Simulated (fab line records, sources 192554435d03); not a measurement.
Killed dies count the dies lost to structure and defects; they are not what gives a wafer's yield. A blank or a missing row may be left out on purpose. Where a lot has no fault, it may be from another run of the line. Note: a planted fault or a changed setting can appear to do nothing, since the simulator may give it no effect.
Chamber matching :: flow n5-finfet :: N5_BEOL_M1_ETCH_77 on rie-diel-02: 4 sister chambers
The step etches underlayer in N2/H2, target depth 6.5 nm, time 5.2 s. 8 wafers are shown with their chamber, then 8 later ones without.

## WAFERS, EACH WITH ITS CHAMBER
wafer: L078.1
chamber: 3
drypump-motor-current-A (A): 6.5
showerhead-plenum-p-Torr (Torr): 2.55

wafer: L084.6
chamber: 2
drypump-motor-current-A (A): 6.4
showerhead-plenum-p-Torr (Torr): 2.43

wafer: L085.1
chamber: 3
drypump-motor-current-A (A): 6.4
showerhead-plenum-p-Torr (Torr): 2.54

wafer: L085.3
chamber: 1
drypump-motor-current-A (A): 5.1
showerhead-plenum-p-Torr (Torr): 2.61

wafer: L085.5
chamber: 2
drypump-motor-current-A (A): 6.3
showerhead-plenum-p-Torr (Torr): 2.43

wafer: L087.5
chamber: 0
drypump-motor-current-A (A): 6.4
showerhead-plenum-p-Torr (Torr): 2.59

wafer: L087.6
chamber: 1
drypump-motor-current-A (A): 5.1
showerhead-plenum-p-Torr (Torr): 2.61

wafer: L091.2
chamber: 0
drypump-motor-current-A (A): 6.4
showerhead-plenum-p-Torr (Torr): 2.59

## WAFERS WHOSE CHAMBER IS MISSING
wafer: L091.3
drypump-motor-current-A (A): 6.3
showerhead-plenum-p-Torr (Torr): 2.43

wafer: L091.5
drypump-motor-current-A (A): 6.4
showerhead-plenum-p-Torr (Torr): 2.59

wafer: L093.1
drypump-motor-current-A (A): 5.1
showerhead-plenum-p-Torr (Torr): 2.60

wafer: L093.2
drypump-motor-current-A (A): 6.5
showerhead-plenum-p-Torr (Torr): 2.54

wafer: L093.6
drypump-motor-current-A (A): 5.1
showerhead-plenum-p-Torr (Torr): 2.60

wafer: L094.3
drypump-motor-current-A (A): 6.5
showerhead-plenum-p-Torr (Torr): 2.53

wafer: L094.4
drypump-motor-current-A (A): 5.0
showerhead-plenum-p-Torr (Torr): 2.60

wafer: L094.6
drypump-motor-current-A (A): 6.3
showerhead-plenum-p-Torr (Torr): 2.42

## EACH ONE'S CHAMBER
wafer: L091.3
from the rows above: 2
in truth: 2

wafer: L091.5
from the rows above: 0
in truth: 0

wafer: L093.1
from the rows above: 1
in truth: 1

wafer: L093.2
from the rows above: 3
in truth: 3

wafer: L093.6
from the rows above: 1
in truth: 1

wafer: L094.3
from the rows above: 3
in truth: 3

wafer: L094.4
from the rows above: 1
in truth: 1

wafer: L094.6
from the rows above: 2
in truth: 2
Correctly placed: 8 of 8. Not placeable from these rows: 0. Number placed wrongly: 0.
How it was worked out, from the rows above alone: a wafer's distance from a chamber is the root of the sum, over the readings, of the square of ((its reading less the chamber's mean) divided by the reading's scatter). If the next closest chamber is less than 2 further off than the closest, the wafer can't be placed; otherwise it belongs to the closest. A chamber's mean is the mean of its shown wafers. The scatter is the square root of a quotient: the sum, over the shown wafers, of each reading's squared deviation from its chamber's mean, divided by wafers minus chambers.
